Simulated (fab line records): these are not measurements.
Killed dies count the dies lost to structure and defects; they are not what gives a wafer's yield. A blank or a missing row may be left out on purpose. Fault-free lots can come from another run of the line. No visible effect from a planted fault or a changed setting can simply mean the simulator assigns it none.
Matching of chambers ; flow n5_finfet ; rie_diel-03 running N5_BEOL_M1_STRIP_36: 4 sister chambers
The step strips in N2/H2. 4 wafers are shown with their chamber, then 12 later ones without.

== WAFERS WITH THEIR CHAMBER ==
wafer;chamber;throttle_valve_pct (%)
L084.2;2;23.0
L090.1;3;24.0
L090.2;1;23.4
L090.3;0;23.5

== WAFERS MISSING THEIR CHAMBER ==
wafer;throttle_valve_pct (%)
L091.1;23.5
L091.5;24.1
L091.6;23.5
L094.1;22.8
L094.2;23.4
L094.4;22.8
L095.1;23.4
L095.3;23.6
L095.4;23.6
L096.2;23.5
L096.3;23.5
L096.6;23.5

== THE CHAMBER EACH PASSED THROUGH ==
wafer;from the rows above;in truth
L091.1;can't be placed: 0 or 1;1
L091.5;3;3
L091.6;can't be placed: 0 or 1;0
L094.1;2;2
L094.2;can't be placed: 1 or 0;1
L094.4;2;2
L095.1;can't be placed: 1 or 0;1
L095.3;can't be placed: 0 or 1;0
L095.4;can't be placed: 0 or 1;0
L096.2;can't be placed: 0 or 1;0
L096.3;can't be placed: 0 or 1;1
L096.6;can't be placed: 0 or 1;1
Correctly placed: 3 of 12. From these rows, 9 cannot be placed; in 9 the true chamber is one of the candidates. Number placed wrongly: 0.
How it was worked out, from the rows above alone: a wafer's distance from a chamber is the root of the sum, over the readings, of the square of ((its reading less the chamber's mean) divided by the reading's scatter). If the next closest chamber is less than 2 further off than the closest, the wafer can't be placed; otherwise it belongs to the closest. The mean given for a chamber averages the wafers shown for that chamber. The scatter: root of mean squared gap, hidden wafer to nearest shown wafer, with one shown wafer a chamber.
